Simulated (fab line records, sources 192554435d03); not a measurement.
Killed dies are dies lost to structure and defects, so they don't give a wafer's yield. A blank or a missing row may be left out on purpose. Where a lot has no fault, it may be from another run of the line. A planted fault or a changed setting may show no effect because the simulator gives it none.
fab line records || flow n5_finfet
[record] {"lots": 7, "wafers": 21}
route steps=1938 shown PASSIVATION@1910
start_h: the number of hours between the record's first day and the start of the first shown wafer of the lot || wait_h: hours from the lot's prior step to this one || " identical to the entry in the row above || L1.1+2: a single row standing in for several wafers || - either no value or no given start || * or withheld: withheld || < > ~ a bound
route shown NAME@n: NAME is a module with steps in the file, n the number in the route of the first one || usual: mean/standard deviation of fault-free wafers || same: alike in all rows || chamber/n: place in a boat || sites: the reading at each site || _std_site: how widely they spread, as a standard deviation || _edge_site: outer sites' mean less inner sites' || radius_mm: for every site, how far away it sits from the centre of the wafer || mask NAME#n: copy n || behind: the tool/chamber that last shaped the wafer || hold: why the lot went on hold/how many hours it stayed there/how the hold came to an end || device: transistor that didn't switch, given as n, p or np || end of line: the route-end tests of the same wafers || where a step has no rows: the recipe by itself || killed: dies lost to structure and defects at the first sort, not the wafer's yield || map: a wafer's dies, x killed, . not, _ none there
set.NAME: setting as actually run; set.NAME@STEP: the setting as run at that earlier step || model.NAME: the simulator's own value behind a step, which no gauge read
one table per step and one row per wafer, for lots whose settings were changed on purpose
[[steps]]
[step N5_PASSIVATION_ETCH_59]
[recipe] {"chemistry": "Cl2/BCl3", "target": "TaN", "target_depth_a": 650, "time_s": 34.9, "ion_energy_ev": 100, "pressure_mtorr": 10, "icp_w": 900, "bias_w": 100, "Cl2_flow_sccm": 60, "bcl3_flow_sccm": 30}
{"lot.wafer": "L075.2", "tool": "rie_metal-02", "chamber": 1, "start_h": 277.23, "wait_h": 0.6, "set.time_s": 34.9, "model.etch.depth_nm": 67.7}
{"lot.wafer": "L075.3", "tool": "rie_metal-02", "chamber": 1, "start_h": 277.23, "wait_h": 0.6, "set.time_s": 34.9, "model.etch.depth_nm": 67.94}
{"lot.wafer": "L075.5", "tool": "rie_metal-02", "chamber": 1, "start_h": 277.23, "wait_h": 0.6, "set.time_s": 34.9, "model.etch.depth_nm": 67.44}
{"lot.wafer": "L085.1", "tool": "rie_metal-02", "chamber": 0, "start_h": 354.81, "wait_h": 0.3, "set.time_s": 34.9, "model.etch.depth_nm": 63.77}
{"lot.wafer": "L085.4", "tool": "rie_metal-02", "chamber": 0, "start_h": 354.81, "wait_h": 0.3, "set.time_s": 42.27, "model.etch.depth_nm": 78.62}
{"lot.wafer": "L085.6", "tool": "rie_metal-02", "chamber": 0, "start_h": 354.81, "wait_h": 0.3, "set.time_s": 34.9, "model.etch.depth_nm": 64.65}
{"lot.wafer": "L084.3", "tool": "rie_metal-03", "chamber": 1, "start_h": 368.53, "wait_h": 0.2, "set.time_s": 31.33, "model.etch.depth_nm": 58.41}
{"lot.wafer": "L084.5", "tool": "rie_metal-03", "chamber": 1, "start_h": 368.53, "wait_h": 0.2, "set.time_s": 31.33, "model.etch.depth_nm": 58.6}
{"lot.wafer": "L084.6", "tool": "rie_metal-03", "chamber": 0, "start_h": 368.53, "wait_h": 0.2, "set.time_s": 34.9, "model.etch.depth_nm": 63.97}
{"lot.wafer": "L090.3", "tool": "rie_metal-01", "chamber": 1, "start_h": 405.57, "wait_h": 0.2, "set.time_s": 34.9, "model.etch.depth_nm": 64.14}
{"lot.wafer": "L090.4", "tool": "rie_metal-01", "chamber": 0, "start_h": 405.57, "wait_h": 0.2, "set.time_s": 34.9, "model.etch.depth_nm": 67.98}
{"lot.wafer": "L090.5", "tool": "rie_metal-01", "chamber": 0, "start_h": 405.57, "wait_h": 0.2, "set.time_s": 34.9, "model.etch.depth_nm": 67.77}
{"lot.wafer": "L096.2", "tool": "rie_metal-02", "chamber": 1, "start_h": 415.10, "wait_h": 0.3, "set.time_s": 34.9, "model.etch.depth_nm": 67.07}
{"lot.wafer": "L096.3", "tool": "rie_metal-02", "chamber": 0, "start_h": 415.10, "wait_h": 0.3, "set.time_s": 34.9, "model.etch.depth_nm": 64.35}
{"lot.wafer": "L096.5", "tool": "rie_metal-02", "chamber": 1, "start_h": 415.10, "wait_h": 0.3, "set.time_s": 34.9, "model.etch.depth_nm": 66.92}
{"lot.wafer": "L093.3", "tool": "rie_metal-01", "chamber": 0, "start_h": 418.36, "wait_h": 0.2, "set.time_s": 34.9, "model.etch.depth_nm": 67.86}
{"lot.wafer": "L093.4", "tool": "rie_metal-01", "chamber": 1, "start_h": 418.36, "wait_h": 0.2, "set.time_s": 34.9, "model.etch.depth_nm": 64.91}
{"lot.wafer": "L093.5", "tool": "rie_metal-01", "chamber": 1, "start_h": 418.36, "wait_h": 0.2, "set.time_s": 28.49, "model.etch.depth_nm": 52.91}
{"lot.wafer": "L092.1", "tool": "rie_metal-02", "chamber": 1, "start_h": 420.87, "wait_h": 0.3, "set.time_s": 34.9, "model.etch.depth_nm": 66.9}
{"lot.wafer": "L092.3", "tool": "rie_metal-02", "chamber": 0, "start_h": 420.87, "wait_h": 0.3, "set.time_s": 36.88, "model.etch.depth_nm": 68.05}
{"lot.wafer": "L092.4", "tool": "rie_metal-02", "chamber": 1, "start_h": 420.87, "wait_h": 0.3, "set.time_s": 36.88, "model.etch.depth_nm": 70.47}
[step N5_PASSIVATION_STRIP_34]
[recipe] {"chemistry": "O2", "power_w": 600, "temp_c": 60, "pressure_mtorr": 30, "rf_frequency_hz": 6e+07, "bias_power_w": 0, "overash_fraction": 2, "o2_flow_sccm": 225}
[step N5_PASSIVATION_STRIP_51]
[recipe] {"chemistry": "post_etch_residue_remover", "time_s": 1200, "temp_c": 72.5}
[step N5_PASSIVATION_SRD_72]
[recipe] {"dry": "ipa_marangoni", "time_s": 30, "temp_c": 23, "rinse_liquid": "diw"}
[step N5_PASSIVATION_ANNEAL_56]
[recipe] {"temp_c": 400, "time_s": 1800, "ambient": "FGA", "idle_temp_c": 300, "ramp_up_c_per_min": 5, "ramp_down_c_per_min": 3}
[step N5_PASSIVATION_PROBE_49]
[usual] {"defect_limited_yield": "91.4/1.5", "killed_at_M0_to_M3": "33/11", "killed_at_M4_up": "14/5.3", "killed_at_contacts": "13/6.2", "killed_at_front_end": "39/13", "killed_at_other": "3.1/2.8", "killed_dies": "102/17", "killed_open": "68/13", "killed_short": "32/7.8", "sort_bin_4_leakage": "0.00/0.007", "sort_bin_5_function": "5.1/0.95", "sort_bin_6_memory": "3.2/0.7", "sort_n_pass": "1078/18", "sort_yield_pct": "91.3/1.5"}
[same] {"gross_dies": 1180, "killed_at_back_side": 0, "sort_bin_8_speed[%]": 0}
{"lot.wafer": "L075.2", "tool": "prober-01", "chamber": "-", "start_h": 282.09, "wait_h": 0.1, "set.dose_mj@PASSIVATION_EXPOSE_27": 34.18, "defect_limited_yield[%]": 90.1, "killed_at_M0_to_M3": 50, "killed_at_M4_up": 14, "killed_at_contacts": 6, "killed_at_front_end": 43, "killed_at_other": 4, "killed_dies": 117, "killed_open": 74, "killed_short": 40, "sort_bin_4_leakage[%]": 0, "sort_bin_5_function[%]": 5.3, "sort_bin_6_memory[%]": 4.2, "sort_n_pass": 1063, "sort_yield_pct[%]": 90.1}
{"lot.wafer": "L075.3", "tool": "prober-01", "chamber": "-", "start_h": 282.14, "wait_h": 0.1, "set.dose_mj@PASSIVATION_EXPOSE_27": 32.3, "defect_limited_yield[%]": 92.5, "killed_at_M0_to_M3": 24, "killed_at_M4_up": 21, "killed_at_contacts": 3, "killed_at_front_end": 40, "killed_at_other": 1, "killed_dies": 89, "killed_open": 51, "killed_short": 30, "sort_bin_4_leakage[%]": 0.25, "sort_bin_5_function[%]": 4.4, "sort_bin_6_memory[%]": 2.5, "sort_n_pass": 1091, "sort_yield_pct[%]": 92.5}
{"lot.wafer": "L075.5", "tool": "prober-01", "chamber": "-", "start_h": 282.24, "wait_h": 0.2, "set.dose_mj@PASSIVATION_EXPOSE_27": 34.18, "defect_limited_yield[%]": 9.4, "killed_at_M0_to_M3": 1014, "killed_at_M4_up": 12, "killed_at_contacts": 10, "killed_at_front_end": 29, "killed_at_other": 4, "killed_dies": 1069, "killed_open": 60, "killed_short": 30, "sort_bin_4_leakage[%]": 0, "sort_bin_5_function[%]": 87.9, "sort_bin_6_memory[%]": 2.7, "sort_n_pass": 111, "sort_yield_pct[%]": 9.4}
{"lot.wafer": "L085.1", "tool": "prober-02", "chamber": "-", "start_h": 359.14, "wait_h": 0.0, "set.dose_mj@PASSIVATION_EXPOSE_27": 32.3, "defect_limited_yield[%]": 91.5, "killed_at_M0_to_M3": 15, "killed_at_M4_up": 18, "killed_at_contacts": 19, "killed_at_front_end": 46, "killed_at_other": 2, "killed_dies": 100, "killed_open": 69, "killed_short": 31, "sort_bin_4_leakage[%]": 0, "sort_bin_5_function[%]": 4.9, "sort_bin_6_memory[%]": 3.2, "sort_n_pass": 1080, "sort_yield_pct[%]": 91.5}
{"lot.wafer": "L085.4", "tool": "prober-02", "chamber": "-", "start_h": 359.29, "wait_h": 0.2, "set.dose_mj@PASSIVATION_EXPOSE_27": 31.25, "defect_limited_yield[%]": 91.5, "killed_at_M0_to_M3": 15, "killed_at_M4_up": 15, "killed_at_contacts": 18, "killed_at_front_end": 49, "killed_at_other": 3, "killed_dies": 100, "killed_open": 65, "killed_short": 30, "sort_bin_4_leakage[%]": 0, "sort_bin_5_function[%]": 5.8, "sort_bin_6_memory[%]": 2.2, "sort_n_pass": 1080, "sort_yield_pct[%]": 91.5}
{"lot.wafer": "L085.6", "tool": "prober-02", "chamber": "-", "start_h": 359.39, "wait_h": 0.3, "set.dose_mj@PASSIVATION_EXPOSE_27": 31.25, "defect_limited_yield[%]": 8.1, "killed_at_M0_to_M3": 1009, "killed_at_M4_up": 19, "killed_at_contacts": 16, "killed_at_front_end": 32, "killed_at_other": 8, "killed_dies": 1084, "killed_open": 55, "killed_short": 30, "sort_bin_4_leakage[%]": 0, "sort_bin_5_function[%]": 88.0, "sort_bin_6_memory[%]": 3.0, "sort_n_pass": 96, "sort_yield_pct[%]": 8.1}
{"lot.wafer": "L084.3", "tool": "prober-02", "chamber": "-", "start_h": 372.97, "wait_h": 0.1, "set.dose_mj@PASSIVATION_EXPOSE_27": 32.3, "defect_limited_yield[%]": 90.9, "killed_at_M0_to_M3": 25, "killed_at_M4_up": 11, "killed_at_contacts": 20, "killed_at_front_end": 38, "killed_at_other": 13, "killed_dies": 107, "killed_open": 71, "killed_short": 35, "sort_bin_4_leakage[%]": 0, "sort_bin_5_function[%]": 4.9, "sort_bin_6_memory[%]": 3.8, "sort_n_pass": 1073, "sort_yield_pct[%]": 90.9}
{"lot.wafer": "L084.5", "tool": "prober-02", "chamber": "-", "start_h": 373.07, "wait_h": 0.2, "set.dose_mj@PASSIVATION_EXPOSE_27": 32.3, "defect_limited_yield[%]": 90.4, "killed_at_M0_to_M3": 29, "killed_at_M4_up": 31, "killed_at_contacts": 11, "killed_at_front_end": 33, "killed_at_other": 9, "killed_dies": 113, "killed_open": 77, "killed_short": 34, "sort_bin_4_leakage[%]": 0, "sort_bin_5_function[%]": 5.7, "sort_bin_6_memory[%]": 3.4, "sort_n_pass": 1067, "sort_yield_pct[%]": 90.4}
{"lot.wafer": "L084.6", "tool": "prober-02", "chamber": "-", "start_h": 373.12, "wait_h": 0.3, "set.dose_mj@PASSIVATION_EXPOSE_27": 32.3, "defect_limited_yield[%]": 92.1, "killed_at_M0_to_M3": 35, "killed_at_M4_up": 16, "killed_at_contacts": 14, "killed_at_front_end": 25, "killed_at_other": 3, "killed_dies": 93, "killed_open": 68, "killed_short": 24, "sort_bin_4_leakage[%]": 0, "sort_bin_5_function[%]": 5.8, "sort_bin_6_memory[%]": 2.1, "sort_n_pass": 1087, "sort_yield_pct[%]": 92.1}
{"lot.wafer": "L090.3", "tool": "prober-01", "chamber": "-", "start_h": 409.93, "wait_h": 0.1, "set.dose_mj@PASSIVATION_EXPOSE_27": 32.3, "defect_limited_yield[%]": 92.4, "killed_at_M0_to_M3": 40, "killed_at_M4_up": 8, "killed_at_contacts": 23, "killed_at_front_end": 17, "killed_at_other": 2, "killed_dies": 90, "killed_open": 67, "killed_short": 23, "sort_bin_4_leakage[%]": 0, "sort_bin_5_function[%]": 4.6, "sort_bin_6_memory[%]": 2.9, "sort_n_pass": 1090, "sort_yield_pct[%]": 92.4}
{"lot.wafer": "L090.4", "tool": "prober-01", "chamber": "-", "start_h": 409.98, "wait_h": 0.2, "set.dose_mj@PASSIVATION_EXPOSE_27": 32.3, "defect_limited_yield[%]": 90.3, "killed_at_M0_to_M3": 34, "killed_at_M4_up": 16, "killed_at_contacts": 26, "killed_at_front_end": 38, "killed_at_other": 1, "killed_dies": 115, "killed_open": 74, "killed_short": 34, "sort_bin_4_leakage[%]": 0, "sort_bin_5_function[%]": 4.5, "sort_bin_6_memory[%]": 4.2, "sort_n_pass": 1065, "sort_yield_pct[%]": 90.3}
{"lot.wafer": "L090.5", "tool": "prober-01", "chamber": "-", "start_h": 410.03, "wait_h": 0.2, "set.dose_mj@PASSIVATION_EXPOSE_27": 32.3, "defect_limited_yield[%]": 92.1, "killed_at_M0_to_M3": 33, "killed_at_M4_up": 16, "killed_at_contacts": 16, "killed_at_front_end": 25, "killed_at_other": 3, "killed_dies": 93, "killed_open": 58, "killed_short": 35, "sort_bin_4_leakage[%]": 0, "sort_bin_5_function[%]": 3.9, "sort_bin_6_memory[%]": 3.4, "sort_n_pass": 1087, "sort_yield_pct[%]": 92.1}
{"lot.wafer": "L096.2", "tool": "prober-02", "chamber": "-", "start_h": 419.96, "wait_h": 0.1, "set.dose_mj@PASSIVATION_EXPOSE_27": 32.3, "defect_limited_yield[%]": 62.0, "killed_at_M0_to_M3": 389, "killed_at_M4_up": 7, "killed_at_contacts": 11, "killed_at_front_end": 41, "killed_at_other": 0, "killed_dies": 448, "killed_open": 65, "killed_short": 27, "sort_bin_4_leakage[%]": 0.08, "sort_bin_5_function[%]": 34.7, "sort_bin_6_memory[%]": 3.1, "sort_n_pass": 732, "sort_yield_pct[%]": 62.0}
{"lot.wafer": "L096.3", "tool": "prober-02", "chamber": "-", "start_h": 420.01, "wait_h": 0.1, "set.dose_mj@PASSIVATION_EXPOSE_27": 32.3, "defect_limited_yield[%]": 65.3, "killed_at_M0_to_M3": 349, "killed_at_M4_up": 13, "killed_at_contacts": 9, "killed_at_front_end": 38, "killed_at_other": 1, "killed_dies": 410, "killed_open": 64, "killed_short": 29, "sort_bin_4_leakage[%]": 0, "sort_bin_5_function[%]": 31.1, "sort_bin_6_memory[%]": 3.2, "sort_n_pass": 770, "sort_yield_pct[%]": 65.3}
{"lot.wafer": "L096.5", "tool": "prober-02", "chamber": "-", "start_h": 420.11, "wait_h": 0.2, "set.dose_mj@PASSIVATION_EXPOSE_27": 31.6, "defect_limited_yield[%]": 92.6, "killed_at_M0_to_M3": 44, "killed_at_M4_up": 11, "killed_at_contacts": 7, "killed_at_front_end": 25, "killed_at_other": 0, "killed_dies": 87, "killed_open": 58, "killed_short": 18, "sort_bin_4_leakage[%]": 0.42, "sort_bin_5_function[%]": 3.9, "sort_bin_6_memory[%]": 2.8, "sort_n_pass": 1093, "sort_yield_pct[%]": 92.6}
{"lot.wafer": "L093.3", "tool": "prober-02", "chamber": "-", "start_h": 422.96, "wait_h": 0.1, "set.dose_mj@PASSIVATION_EXPOSE_27": 32.3, "defect_limited_yield[%]": 88.6, "killed_at_M0_to_M3": 52, "killed_at_M4_up": 10, "killed_at_contacts": 26, "killed_at_front_end": 39, "killed_at_other": 8, "killed_dies": 135, "killed_open": 77, "killed_short": 56, "sort_bin_4_leakage[%]": 0, "sort_bin_5_function[%]": 6.9, "sort_bin_6_memory[%]": 4.2, "sort_n_pass": 1045, "sort_yield_pct[%]": 88.6}
{"lot.wafer": "L093.4", "tool": "prober-02", "chamber": "-", "start_h": 423.01, "wait_h": 0.2, "set.dose_mj@PASSIVATION_EXPOSE_27": 30.73, "defect_limited_yield[%]": 30.3, "killed_at_M0_to_M3": 766, "killed_at_M4_up": 12, "killed_at_contacts": 16, "killed_at_front_end": 27, "killed_at_other": 1, "killed_dies": 822, "killed_open": 87, "killed_short": 41, "sort_bin_4_leakage[%]": 0, "sort_bin_5_function[%]": 65.1, "sort_bin_6_memory[%]": 3.9, "sort_n_pass": 358, "sort_yield_pct[%]": 30.3}
{"lot.wafer": "L093.5", "tool": "prober-02", "chamber": "-", "start_h": 423.06, "wait_h": 0.2, "set.dose_mj@PASSIVATION_EXPOSE_27": 32.3, "defect_limited_yield[%]": 31.0, "killed_at_M0_to_M3": 723, "killed_at_M4_up": 13, "killed_at_contacts": 18, "killed_at_front_end": 55, "killed_at_other": 5, "killed_dies": 814, "killed_open": 84, "killed_short": 34, "sort_bin_4_leakage[%]": 0, "sort_bin_5_function[%]": 65.4, "sort_bin_6_memory[%]": 3.1, "sort_n_pass": 366, "sort_yield_pct[%]": 31.0}
{"lot.wafer": "L092.1", "tool": "prober-02", "chamber": "-", "start_h": 425.56, "wait_h": 0.0, "set.dose_mj@PASSIVATION_EXPOSE_27": 32.3, "defect_limited_yield[%]": 16.7, "killed_at_M0_to_M3": 910, "killed_at_M4_up": 16, "killed_at_contacts": 5, "killed_at_front_end": 50, "killed_at_other": 2, "killed_dies": 983, "killed_open": 79, "killed_short": 44, "sort_bin_4_leakage[%]": 0, "sort_bin_5_function[%]": 78.8, "sort_bin_6_memory[%]": 4.1, "sort_n_pass": 197, "sort_yield_pct[%]": 16.7}
{"lot.wafer": "L092.3", "tool": "prober-02", "chamber": "-", "start_h": 425.66, "wait_h": 0.1, "set.dose_mj@PASSIVATION_EXPOSE_27": 31.62, "defect_limited_yield[%]": 92.3, "killed_at_M0_to_M3": 41, "killed_at_M4_up": 14, "killed_at_contacts": 8, "killed_at_front_end": 26, "killed_at_other": 2, "killed_dies": 91, "killed_open": 53, "killed_short": 33, "sort_bin_4_leakage[%]": 0.25, "sort_bin_5_function[%]": 5.3, "sort_bin_6_memory[%]": 1.9, "sort_n_pass": 1089, "sort_yield_pct[%]": 92.3}
{"lot.wafer": "L092.4", "tool": "prober-02", "chamber": "-", "start_h": 425.71, "wait_h": 0.2, "set.dose_mj@PASSIVATION_EXPOSE_27": 32.3, "defect_limited_yield[%]": 91.0, "killed_at_M0_to_M3": 37, "killed_at_M4_up": 11, "killed_at_contacts": 19, "killed_at_front_end": 33, "killed_at_other": 6, "killed_dies": 106, "killed_open": 70, "killed_short": 35, "sort_bin_4_leakage[%]": 0, "sort_bin_5_function[%]": 5.6, "sort_bin_6_memory[%]": 2.8, "sort_n_pass": 1074, "sort_yield_pct[%]": 91.0}
// killed by level:class
L075.2 BEOL_M0_SAQP:geometric_particle:open=16 STI_FIN_REVEAL:geometric_particle:open=14 BEOL_M0_SAQP:geometric_particle:short=12 FIN_SAQP:geometric_particle:open=9 MOL_CONTACT_COAG:geometric_particle:open=6 BEOL_M1:geometric_particle:open=5 BEOL_M1:geometric_particle:short=4 BEOL_M2:geometric_particle:open=4
L075.3 STI_FIN_REVEAL:geometric_particle:open=11 BEOL_M0_SAQP:geometric_particle:short=9 FIN_SAQP:geometric_particle:short=8 BEOL_M0_SAQP:geometric_particle:open=6 BEOL_M4:geometric_particle:open=6 FIN_SAQP:geometric_particle:open=5 DUMMY_GATE:geometric_particle:open=3 GATE_CUT:geometric_particle:short=3
L075.5 BEOL_M0_SAQP:area_ald=976 BEOL_M0_SAQP:geometric_particle:short=12 BEOL_M0_SAQP:geometric_particle:open=11 MOL_CONTACT_COAG:geometric_particle:open=9 FIN_SAQP:geometric_particle:open=8 STI_FIN_REVEAL:geometric_particle:open=5 BEOL_M4:geometric_particle:open=5 FIN_SAQP:geometric_particle:short=4
L085.1 STI_FIN_REVEAL:geometric_particle:open=12 MOL_CONTACT_COAG:geometric_particle:open=11 FIN_SAQP:geometric_particle:open=8 BEOL_M4:geometric_particle:open=8 MOL_CONTACT_COAG:geometric_particle:short=8 FIN_SAQP:geometric_particle:short=4 GATE_CUT:geometric_particle:open=4 BEOL_M1:geometric_particle:open=4
L085.4 MOL_CONTACT_COAG:geometric_particle:open=16 STI_FIN_REVEAL:geometric_particle:open=12 FIN_SAQP:geometric_particle:short=9 BEOL_M3:geometric_particle:open=5 DUMMY_GATE:geometric_particle:open=4 BEOL_M4:geometric_particle:open=4 FIN_SAQP:geometric_particle:open=3 FIN_CUT:geometric_particle:open=3
L085.6 BEOL_M0_SAQP:area_ald=988 MOL_CONTACT_COAG:geometric_particle:open=11 BEOL_M4:geometric_particle:open=9 HKMG_FIN:area_etch=9 MIM_TOP_ETCH:geometric_particle:short=5 MOL_CONTACT_COAG:geometric_particle:short=5 BEOL_M2:geometric_particle:open=5 BEOL_M0_SAQP:geometric_particle:short=4
L084.3 MOL_CONTACT_COAG:geometric_particle:open=15 FIN_SAQP:geometric_particle:open=9 FIN_SAQP:geometric_particle:short=6 BEOL_M0_SAQP:geometric_particle:open=6 BEOL_M3:geometric_particle:open=6 STI_FIN_REVEAL:geometric_particle:open=5 DUMMY_GATE:geometric_particle:open=5 BEOL_M0_SAQP:geometric_particle:short=5
L084.5 BEOL_M4:geometric_particle:open=15 STI_FIN_REVEAL:geometric_particle:open=10 MOL_CONTACT_COAG:geometric_particle:open=8 BEOL_M2:geometric_particle:open=7 BEOL_M0_SAQP:geometric_particle:short=5 BEOL_M3:geometric_particle:open=5 BEOL_M0_SAQP:geometric_particle:open=4 BEOL_M5:geometric_particle:open=4
L084.6 BEOL_M3:geometric_particle:open=16 MOL_CONTACT_COAG:geometric_particle:open=12 BEOL_M4:geometric_particle:open=7 BEOL_M0_SAQP:geometric_particle:short=5 BEOL_M2:geometric_particle:open=5 STI_FIN_REVEAL:geometric_particle:open=4 DUMMY_GATE:geometric_particle:open=4 BEOL_M0:geometric_particle:open=4
L090.3 MOL_CONTACT_COAG:geometric_particle:open=19 BEOL_M1:geometric_particle:open=10 BEOL_M0_SAQP:geometric_particle:open=9 BEOL_M2:geometric_particle:open=6 BEOL_M3:geometric_particle:open=5 MOL_CONTACT_COAG:geometric_particle:short=4 BEOL_M3:geometric_particle:short=4 FIN_SAQP:geometric_particle:short=3
L090.4 MOL_CONTACT_COAG:geometric_particle:open=22 BEOL_M3:geometric_particle:open=12 STI_FIN_REVEAL:geometric_particle:open=8 HKMG_FIN:area_etch=7 BEOL_M0_SAQP:geometric_particle:short=5 BEOL_M1:geometric_particle:open=5 BEOL_M4:geometric_particle:open=5 BEOL_M5:geometric_particle:short=5
L090.5 MOL_CONTACT_COAG:geometric_particle:open=12 BEOL_M0_SAQP:geometric_particle:short=11 STI_FIN_REVEAL:geometric_particle:open=6 BEOL_M8:geometric_particle:open=6 BEOL_M0_SAQP:geometric_particle:open=5 BEOL_M3:geometric_particle:open=5 FIN_SAQP:geometric_particle:open=4 MOL_CONTACT_COAG:geometric_particle:short=4
L096.2 BEOL_M0_SAQP:area_ald=355 FIN_SAQP:geometric_particle:open=21 BEOL_M3:geometric_particle:open=13 MOL_CONTACT_COAG:geometric_particle:open=8 FIN_SAQP:geometric_particle:short=7 BEOL_M0_SAQP:geometric_particle:short=5 BEOL_M1:geometric_particle:open=5 DUMMY_GATE:geometric_particle:open=4
L096.3 BEOL_M0_SAQP:area_ald=315 BEOL_M3:geometric_particle:open=13 STI_FIN_REVEAL:geometric_particle:open=10 DUMMY_GATE:geometric_particle:open=7 MOL_CONTACT_COAG:geometric_particle:open=6 BEOL_M0_SAQP:geometric_particle:open=5 GATE_CUT:geometric_particle:short=4 BEOL_M1:geometric_particle:open=4
L096.5 BEOL_M3:geometric_particle:open=15 MOL_CONTACT_COAG:geometric_particle:open=6 BEOL_M0_SAQP:geometric_particle:open=6 BEOL_M1:geometric_particle:open=6 FIN_SAQP:geometric_particle:open=5 M1:area_ald=5 STI_FIN_REVEAL:geometric_particle:open=4 DUMMY_GATE:geometric_particle:open=4
L093.3 MOL_CONTACT_COAG:geometric_particle:open=20 BEOL_M0_SAQP:geometric_particle:open=16 BEOL_M0_SAQP:geometric_particle:short=15 BEOL_M3:geometric_particle:open=9 FIN_SAQP:geometric_particle:short=8 FIN_SAQP:geometric_particle:open=7 MOL_CONTACT_COAG:geometric_particle:short=5 BEOL_M2:geometric_particle:open=5
L093.4 BEOL_M0_SAQP:area_ald=694 BEOL_M0_SAQP:geometric_particle:open=34 BEOL_M0_SAQP:geometric_particle:short=21 MOL_CONTACT_COAG:geometric_particle:open=14 BEOL_M2:geometric_particle:open=6 FIN_SAQP:geometric_particle:open=5 BEOL_M3:geometric_particle:open=5 FIN_SAQP:geometric_particle:short=4
L093.5 BEOL_M0_SAQP:area_ald=691 MOL_CONTACT_COAG:geometric_particle:open=15 FIN_SAQP:geometric_particle:open=12 STI_FIN_REVEAL:geometric_particle:open=12 BEOL_M0_SAQP:geometric_particle:open=9 BEOL_M0_SAQP:geometric_particle:short=7 FIN_SAQP:geometric_particle:short=6 DUMMY_GATE:geometric_particle:open=6
L092.1 BEOL_M0_SAQP:area_ald=858 STI_FIN_REVEAL:geometric_particle:open=16 BEOL_M0_SAQP:geometric_particle:open=14 BEOL_M0_SAQP:geometric_particle:short=12 BEOL_M4:geometric_particle:open=9 DUMMY_GATE:geometric_particle:open=8 BEOL_M3:geometric_particle:short=7 BEOL_M2:geometric_particle:open=6
L092.3 BEOL_M0_SAQP:geometric_particle:open=15 BEOL_M4:geometric_particle:open=10 BEOL_M0_SAQP:geometric_particle:short=8 MOL_CONTACT_COAG:geometric_particle:open=5 FIN_SAQP:geometric_particle:short=4 BEOL_M2:geometric_particle:short=4 FIN_SAQP:geometric_particle:open=3 DUMMY_GATE:geometric_particle:short=3
L092.4 MOL_CONTACT_COAG:geometric_particle:open=16 GATE_CUT:geometric_particle:short=8 BEOL_M0_SAQP:geometric_particle:open=8 BEOL_M0_SAQP:geometric_particle:short=6 BEOL_M2:geometric_particle:open=6 FIN_SAQP:geometric_particle:open=5 DUMMY_GATE:geometric_particle:open=5 BEOL_M3:geometric_particle:short=5
[[key]]
[split] {"step": "N5_PASSIVATION_ETCH_59", "setting": "time_s", "stated": 34.9, "by": "wafer"}
[response] {"step": "N5_PASSIVATION_ETCH_59", "reading": "model.etch.depth_nm", "change": "+0.675", "per": "1%", "r": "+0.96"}
split outside_this_file step=N5_PASSIVATION_EXPOSE_27 setting=dose_mj
// split outside_this_file: this setting was split too, and the file shows its column; the key of that split is in another file
